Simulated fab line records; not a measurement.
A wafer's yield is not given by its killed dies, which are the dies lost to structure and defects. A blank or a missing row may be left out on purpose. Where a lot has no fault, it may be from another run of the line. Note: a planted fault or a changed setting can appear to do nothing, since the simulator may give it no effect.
Split-lot experiment | flow n5 finfet | 21 wafers read across 7 lots, on a route 1938 steps long

## ON THE SPLIT
At N5_WELL_APT_EXPOSE_05 (exposes mask NWELL, defocus 0 nm, target cd 200 nm), the setting dose mj was moved away from the recipe's 20.3 on 5 of the 21 wafers read, by -7.1% to +4.7%. This setting was run at the recipe's value on the other wafers.

## FROM THE SPLIT TO THE READING: what the file shows between them, 3 steps
- N5_WELL_APT_PEB_06: peb time 90 s
- N5_WELL_APT_DEVELOP_07: develop time 45 s
- N5_WELL_APT_HARDBAKE_12: time 120 s

## THE READING
cd nm at N5_WELL_APT_CD_MEAS_08, given in nm (cd target 200 nm). A value of 199.6 nm with a standard deviation of 1.3 nm is what fault-free wafers of this fab line usually give.

wafer  | tool, chamber at the split | dose mj as run | against the recipe | cd nm, nm | against lot-mates on the recipe
L076.1 | krf scanner-01, 0          | 21.26          | +4.7%              | 207.4     | +8.5
L076.2 | krf scanner-01, 0          | 20.3           | recipe             | 198.3     | -
L076.6 | krf scanner-01, 0          | 20.3           | recipe             | 199.5     | -
L082.2 | krf scanner-02, 0          | 20.3           | recipe             | 200.2     | -
L082.3 | krf scanner-02, 0          | 20.3           | recipe             | 197.5     | -
L082.4 | krf scanner-02, 0          | 20.3           | recipe             | 199.3     | -
L087.2 | krf scanner-01, 0          | 20.3           | recipe             | 198.8     | -
L087.3 | krf scanner-01, 0          | 20.3           | recipe             | 198.7     | -
L087.6 | krf scanner-01, 0          | 18.85          | -7.1%              | 187.4     | -11.3
L089.2 | krf scanner-01, 0          | 19.66          | -3.2%              | 192.2     | -6.6
L089.3 | krf scanner-01, 0          | 20.3           | recipe             | 198.5     | -
L089.5 | krf scanner-01, 0          | 20.3           | recipe             | 199.0     | -
L092.1 | krf scanner-02, 0          | 20.3           | recipe             | 198.1     | -
L092.3 | krf scanner-02, 0          | 20.3           | recipe             | 200.4     | -
L092.6 | krf scanner-02, 0          | 20.3           | recipe             | 198.3     | -
L094.1 | krf scanner-02, 0          | 19.07          | -6.1%              | 190.9     | -8.8
L094.3 | krf scanner-02, 0          | 19.07          | -6.1%              | 190.3     | -9.4
L094.4 | krf scanner-02, 0          | 20.3           | recipe             | 199.7     | -
L097.1 | krf scanner-01, 0          | 20.3           | recipe             | 199.3     | -
L097.3 | krf scanner-01, 0          | 20.3           | recipe             | 200.3     | -
L097.5 | krf scanner-01, 0          | 20.3           | recipe             | 201.0     | -

THE FIT
A straight line over all 21 wafers: cd nm changes by +1.59 nm for each +1% of dose mj; r = +0.97; the points scatter about the line by 1 nm.
The same after taking each lot's own level away (the mean of its wafers on the recipe; 21 wafers): +1.61 nm for each +1%; r = +0.98; scatter 0.84 nm.
Per that fit: largest dose mj move, reading shift of 12 nm.
The span of the lots' own levels, 198.75 to 200.20 nm, comes to 1.1 times the standard deviation stated above.
So the lot-to-lot level changes the slope little: the two slopes agree.
Check: for one of the wafers moved furthest among these (-7.1%), held out of the fit, the line's prediction against its lot-mates is -11.5 nm. Against them it came out at -11.3 nm.

## FURTHER SPLITS ON THESE WAFERS
These wafers also went through other splits before the reading. Each is held against what the fit with the lots' levels taken away leaves over:
other split on the same wafers | wafers away from the commonest value | r with cd nm (lot level and that fit taken away)
N5_WELL_APT_COAT_02 spin rpm   | 4                                    | +0.18

## THE WHOLE CHAIN: every reading that the file lists as answering this split, in the file's order
step                   | what it does             | reading                                                         | change (the file's fit)              | r (the file's)
N5_WELL_APT_CD_MEAS_08 | target cd 200 nm         | cd nm                                                           | +1.64 nm for each +1% of the setting | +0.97
N5_WELL_APT_DESCUM_13  | chemistry O2, time 7.9 s | WELL_APT.cd nm (the simulator's own value, which no gauge read) | +1.61 nm for each +1% of the setting | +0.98

## THE FILE'S OWN FIT
cd nm changes by +1.64 nm for each +1% of dose mj, r = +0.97.
